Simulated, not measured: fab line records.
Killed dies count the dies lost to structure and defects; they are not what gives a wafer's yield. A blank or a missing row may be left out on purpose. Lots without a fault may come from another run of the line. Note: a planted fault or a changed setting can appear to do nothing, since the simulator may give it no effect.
Split-lot experiment	flow n5-finfet	on a route of 1938 steps: 7 lots, 21 wafers read

ABOUT THE SPLIT
At N5_HKMG_FIN_EXPOSE_09 (exposes mask NWFM), the setting dose-mj was moved away from the recipe's 39.25 on 4 of the 21 wafers read, by -5.6% to +7.4%. This setting was run at the recipe's value on the other wafers.

FROM THE SPLIT TO THE READING: what the file shows between them, 2 steps
- N5_HKMG_FIN_PEB_10: peb time 60 s
- N5_HKMG_FIN_DEVELOP_11: develop time 30 s

THE READING
At N5_HKMG_FIN_CD_MEAS_12: cd-nm in nanometres, against a target cd of 92.8 nm. Typical for fault-free wafers on this fab line: 92.4 nm, with standard deviation 0.85 nm.

wafer	tool, chamber at the split	dose-mj as run	against the recipe	cd-nm, nm	against lot-mates on the recipe
L076.2	arfi-scanner-02, 0	38.2	-2.7%	89.9	-2.8
L076.3	arfi-scanner-02, 0	39.25	recipe	93.0	-
L076.4	arfi-scanner-02, 0	39.25	recipe	92.4	-
L078.1	arfi-scanner-01, 0	39.25	recipe	93.0	-
L078.2	arfi-scanner-01, 0	39.25	recipe	92.8	-
L078.5	arfi-scanner-01, 0	39.25	recipe	92.5	-
L079.1	arfi-scanner-01, 0	37.05	-5.6%	86.5	-4.5
L079.3	arfi-scanner-01, 0	37.05	-5.6%	88.2	-2.8
L079.5	arfi-scanner-01, 0	39.25	recipe	91.0	-
L080.3	arfi-scanner-02, 0	39.25	recipe	92.4	-
L080.5	arfi-scanner-02, 0	42.16	+7.4%	96.3	+3.7
L080.6	arfi-scanner-02, 0	39.25	recipe	92.8	-
L085.2	arfi-scanner-03, 0	39.25	recipe	92.7	-
L085.4	arfi-scanner-03, 0	39.25	recipe	93.6	-
L085.5	arfi-scanner-03, 0	39.25	recipe	91.9	-
L087.1	arfi-scanner-03, 0	39.25	recipe	91.9	-
L087.2	arfi-scanner-03, 0	39.25	recipe	91.3	-
L087.6	arfi-scanner-03, 0	39.25	recipe	90.9	-
L091.1	arfi-scanner-03, 0	39.25	recipe	92.8	-
L091.2	arfi-scanner-03, 0	39.25	recipe	93.7	-
L091.4	arfi-scanner-03, 0	39.25	recipe	91.2	-

FIT RESULTS
A straight line over all 21 wafers: cd-nm changes by +0.726 nm for each +1% of dose-mj; r = +0.89; the points scatter about the line by 0.93 nm.
The same after taking each lot's own level away (the mean of its wafers on the recipe; 21 wafers): +0.601 nm for each +1%; r = +0.91; scatter 0.68 nm.
That fit puts the effect of the largest move of dose-mj on the reading at 4.5 nm.
Measured against the standard deviation above, the lots' own levels, which go from 91.00 to 92.77 nm, span 2.1 times it.
So the lot-to-lot level changes the slope: the two fits differ.
Check: with one of the wafers moved furthest among these (+7.4%) left out of the fit, the line predicts +5.06 nm for it against its lot-mates. It came out at +3.7 nm against them.

THE OTHER SPLITS THESE WAFERS WENT THROUGH
Note: prior to the reading, these wafers also went through further splits. Each is held against what the fit with the lots' levels taken away leaves over:
other split on the same wafers	wafers away from the commonest value	r with cd-nm (lot level and that fit taken away)
N5_PMOS_HMC_CHANNEL_EPI_PEB_07 peb-time-s	3	+0.01
N5_PMOS_HMC_CHANNEL_EPI_DEVELOP_08 develop-time-s	8	+0.05
N5_DUMMY_GATE_COAT_28 spin-rpm	9	+0.41
N5_SD_EPI_N_COAT_03 spin-rpm	11	+0.20
N5_SD_EPI_N_DESCUM_14 time-s	6	+0.35
N5_HKMG_FIN_COAT_30 spin-rpm	3	-0.38

FILE'S OWN FIT
cd-nm changes by +0.592 nm for each +1% of dose-mj, r = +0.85.
